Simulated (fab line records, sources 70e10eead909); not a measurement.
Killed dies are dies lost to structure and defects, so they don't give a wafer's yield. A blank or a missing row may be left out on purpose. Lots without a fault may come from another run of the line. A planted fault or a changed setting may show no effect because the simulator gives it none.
Problem report in the 8D (eight disciplines) form, filled by code | flow nand_harc | the parts of the form that need people (team, actions taken, sign-off) are left out

1. THE PROBLEM
killed_at_periphery at NHARC_END_SORT_01 reads a mean of 612.0 on 2 wafers of 2 lots; wafers without a fault read 4.3 with a standard deviation of 2.8. That is +99 or more standard deviations from the usual mean.
First seen on wafer L243.1, day 27 15:25, on prober-01. The record holds 6 wafers of 2 lots with a number at this step. Rule for "out", or "out of limits": more than 4 standard deviations from the usual mean. The other wafers with a number count as sound.

2. WHAT IT IS AND WHAT IT IS NOT
question                    | is                               | is not
which readings at this step | killed_at_periphery, killed_dies | killed_at_array, killed_at_other, killed_open, killed_short
which lots                  | L243, L245                       | -
which wafers of those lots  | L243.1, L245.3                   | L243.2, L243.4, L245.5, L245.6
read on which gauges        | prober-01, prober-02             | -
when                        | from day 27 15:25                | up to then (0 sound wafers); but 4 sound wafers of L243, L245 came after

3. SUSPECTS, AND WHAT RULES EACH OUT
Counting: a tool at a process step up to the reading stays a suspect if it ran every lot that is out. Sound lots after the first of them don't rule it out here, since some wafers of a struck lot are sound.
- the gauge at NHARC_END_SORT_01: ruled out. The wafers that are out were read on 2 gauges (prober-01, prober-02).
- pvd_sputter-01 at NHARC_P_GATE_DEGAS_109 (time 60 s): kept. It ran every lot that is out, first L243 (day 9 08:37).
- rie_diel-03 at NHARC_P_CONTACT_ETCH_36 (etches the open film in N2/H2, target depth 260 nm, time 406.25 s): kept. It ran every lot that is out, first L243 (day 9 11:52). NHARC_P_CONTACT_ETCH_36 gives no start for some lots, so the hours and the order of its lots are those of NHARC_P_CONTACT_ETCH_18.
- rie_diel-03 at NHARC_P_CONTACT_ETCH_18 (etches the open film in C4F8/O2/Ar, target depth 481 nm, time 240.5 s): kept. It ran every lot that is out, first L243 (day 9 11:52). Its own readings are out on those wafers: run_length_s.
Left after counting: pvd_sputter-01 at NHARC_P_GATE_DEGAS_109, rie_diel-03 at NHARC_P_CONTACT_ETCH_36, rie_diel-03 at NHARC_P_CONTACT_ETCH_18.

4. THE CAUSE (what the simulator had put in)
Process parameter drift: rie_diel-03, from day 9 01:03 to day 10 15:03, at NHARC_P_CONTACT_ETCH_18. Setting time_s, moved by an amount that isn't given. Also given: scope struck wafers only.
Counting left 3 suspects, and this tool is among them.

5. THE CHAIN OF EFFECTS, in route order
Each row: a reading whose mean over the struck wafers that have a number lies more than 3 standard deviations from the usual. Only readings for which the record gives a usual standard deviation are gone through. hours: the time from each lot's start at the first step in this table that gives one to its start at this step, as a median over the lots. sigmas: the change in usual standard deviations.
hours | step                    | reading             | usual   | on struck wafers | change | sigmas
0     | NHARC_P_CONTACT_ETCH_18 | run_length_s        | 261.7 s | 197.9            | -63.8  | -99 or more
435   | NHARC_END_SORT_01       | killed_at_periphery | 4.3     | 612.0            | +607.7 | +99 or more
435   | NHARC_END_SORT_01       | killed_dies         | 57      | 677              | +620   | +33
The process steps in it:
- NHARC_P_CONTACT_ETCH_18: etches the open film in C4F8/O2/Ar, target depth 481 nm, time 240.5 s.

6. WHAT WOULD HAVE CAUGHT IT SOONER
In this record the first reading out of limits at a measuring or inspecting step was taken at day 27 15:25, 446 hours after the fault began at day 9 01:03.
The tool's own readings at NHARC_P_CONTACT_ETCH_18 were out on every struck wafer that the step has a row for (run_length_s): an alarm limit on them would have fired on the first of those.
All the lots that are out (2) had begun NHARC_P_CONTACT_ETCH_18 on rie_diel-03 by day 27 15:25. A hold on the tool at that time would have spared none of them.
